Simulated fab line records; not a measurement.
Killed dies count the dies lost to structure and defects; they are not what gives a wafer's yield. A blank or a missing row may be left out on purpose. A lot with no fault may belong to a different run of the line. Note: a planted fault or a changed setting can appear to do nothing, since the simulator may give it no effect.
Comparing a struck lot with a sound one    flow nand-harc    40 steps out of a route of 1302
Sound: the wafers L258.2, L258.4, L258.5. Struck: wafer L268.6 (left out: L268.2, L268.5 of the same lot, which were not struck); the cause appears at the end.
At each step with rows: each side's tool, then ch and its chambers, then its first start. Under that, the readings that differ: sound wafers    struck wafers    difference of the means    sigmas: that difference in standard deviations of wafers without a fault.
alike: readings whose means differ by less than 2 such deviations, and words and numbers that are the same on both sides. not compared: withheld readings, readings that some wafer has no value for, bounds like >300 that may hide the same value, and numbers for which the record gives no deviation and whose values overlap.
The two part at a step that has a row with sigmas, a row that says differs or no value, or rows on one side only. Non-overlapping numbers with no deviation appear without sigmas and do not part them. A reading that every wafer of one side lacks parts them only if that side has two wafers or more.

first, 8 steps without rows for these wafers: NHARC_P_CONTACT_COAT_33 (time 75 s); NHARC_P_CONTACT_COAT_34 (time 65 s); NHARC_P_CONTACT_COAT_06 (resist thk 90 nm); NHARC_P_CONTACT_SOFTBAKE_07 (time 55 s); NHARC_P_CONTACT_EBR_08; NHARC_P_CONTACT_EXPOSE_09 (exposes mask P CA, target cd 90 nm); NHARC_P_CONTACT_PEB_10 (peb time 65 s); NHARC_P_CONTACT_DEVELOP_11 (develop time 35 s).
NHARC_P_CONTACT_CD_MEAS_12 targets a cd of 90 nm.
  sound on cd-sem-03 ch 0, day 6 07:07; struck on cd-sem-02 ch 0, day 10 09:01
  alike: cd-nm
NHARC_P_CONTACT_OVL_MEAS_13:
  sound on overlay-01 at day 6 07:12; struck on overlay-02 at day 10 09:06
  alike: overlay-x-nm, overlay-y-nm
NHARC_P_CONTACT_INSPECT_14:
  sound on defect-inspect-01 at day 6 07:14; struck on defect-inspect-02 at day 10 09:08
  alike: raw-defect-count
then, 1 step without rows for these wafers: NHARC_P_CONTACT_DESCUM_17 (chemistry O2, time 3 s).
NHARC_P_CONTACT_ETCH_35: etches the open film in CF4, target depth 39 nm, time 65 s.
  sound on rie-diel-13 ch 0,2, day 6 07:23; struck on rie-diel-06 ch 2, day 10 09:17
  alike: drypump-motor-current-A, mfc-ar-sccm, oes-product-au, rf-vpp-V, showerhead-plenum-p-Torr, throttle-valve-pct
  not compared: rf-hours-counter-h
NHARC_P_CONTACT_ETCH_36: etches the open film in N2/H2, target depth 260 nm, time 406.25 s.
  sound: rie-diel-13 ch 0,1; struck: rie-diel-06 ch 1
  alike: drypump-motor-current-A, mfc-ar-sccm, oes-product-au, rf-vpp-V, showerhead-plenum-p-Torr, throttle-valve-pct
  not compared: rf-hours-counter-h
NHARC_P_CONTACT_ETCH_18: etches the open film in C4F8/O2/Ar, target depth 481 nm, time 240.5 s.
  sound: rie-diel-13 ch 1,2,3; struck: rie-diel-06 ch 0
  alike: oes-product-au, rf-vpp-V
  not compared: rf-hours-counter-h
then, 2 steps without rows for these wafers: NHARC_P_CONTACT_STRIP_37 (strips in C4F8/O2/Ar); NHARC_P_CONTACT_ETCH_31 (etches the open film in CH3F/O2, target depth 30 nm, time 85.7 s).
NHARC_P_CONTACT_CD_MEAS_19:
  sound on cd-sem-01 at day 6 08:11; struck on cd-sem-03 at day 10 10:04
  alike: cd-nm
then, 2 steps without rows for these wafers: NHARC_P_CONTACT_STRIP_28 (strips in O2); NHARC_P_CONTACT_STRIP_29 (strips in post etch residue remover, time 1200 s).
NHARC_P_CONTACT_DEGAS_38: time 60 s.
  sound on pvd-sputter-01 at day 6 08:54; struck on pvd-sputter-02 at day 10 10:49
  alike: heater-power-w
then, 1 step without rows for these wafers: NHARC_P_CONTACT_PRE_CLEAN_39 (time 19.5 s).
NHARC_P_CONTACT_PVD_32: deposits Ti, target thk 5 nm, time 17.7 s.
  sound on pvd-sputter-01; struck on pvd-sputter-02
  alike: throttle-valve-pct
then, 2 steps without rows for these wafers: NHARC_P_CONTACT_ALD_22 (deposits TiN, target thk 3 nm, pulse time 1 s, ald cycles 150); NHARC_P_CONTACT_CVD_23 (deposits W, target thk 200 nm, time 557 s).
NHARC_P_CONTACT_CMP_24: polishes, t overpolish 30 s, target thk 200 nm.
  sound on cmp-01 ch 0,1, day 6 10:02; struck on cmp-02 ch 3, day 10 11:55
  alike: motor-current-A, overpolish-run-s, slurry-flow-ml-min, time-to-endpoint-s
then, 11 steps without rows for these wafers: NHARC_P_CONTACT_SRD_26; NHARC_P_M0_DEP_00 (deposits SiOC, target thk 150 nm); NHARC_P_M0_DEHYDRATE_01 (time 120 s); NHARC_P_M0_HMDS_02 (time 30 s); NHARC_P_M0_COAT_33 (time 65 s); NHARC_P_M0_COAT_03 (resist thk 90 nm); NHARC_P_M0_SOFTBAKE_04 (time 55 s); NHARC_P_M0_EBR_05; NHARC_P_M0_EXPOSE_06 (exposes mask P M0, target cd 90 nm); NHARC_P_M0_PEB_07 (peb time 65 s); NHARC_P_M0_DEVELOP_08 (develop time 35 s).
NHARC_P_M0_CD_MEAS_09 targets a cd of 90 nm.
  sound on cd-sem-03 ch 0, day 6 11:20; struck on cd-sem-03 ch 0, day 10 13:11
  alike: cd-nm
NHARC_P_M0_OVL_MEAS_10: pitch 180 nm.
  sound on overlay-01 at day 6 11:26; struck on overlay-01 at day 10 13:16
reading            sound        struck  difference  sigmas
overlay-y-nm (nm)  0.9 0.1 0.7  -1.6    -2.2        -3
  alike: overlay-x-nm
-- record jumps: 18 days between struck wafers' starts before vs after; left off in module P_M0, resumes in module END, first step shown is number 1302 of the route --
NHARC_END_SORT_01:
  only the struck wafers appear in the record here, on prober-01 ch 0 at day 28 11:16; the sound ones have no rows

## WHERE THEY PART
First at NHARC_P_M0_OVL_MEAS_10; last, within this record, at NHARC_END_SORT_01.

WHY: whatever the simulator had introduced
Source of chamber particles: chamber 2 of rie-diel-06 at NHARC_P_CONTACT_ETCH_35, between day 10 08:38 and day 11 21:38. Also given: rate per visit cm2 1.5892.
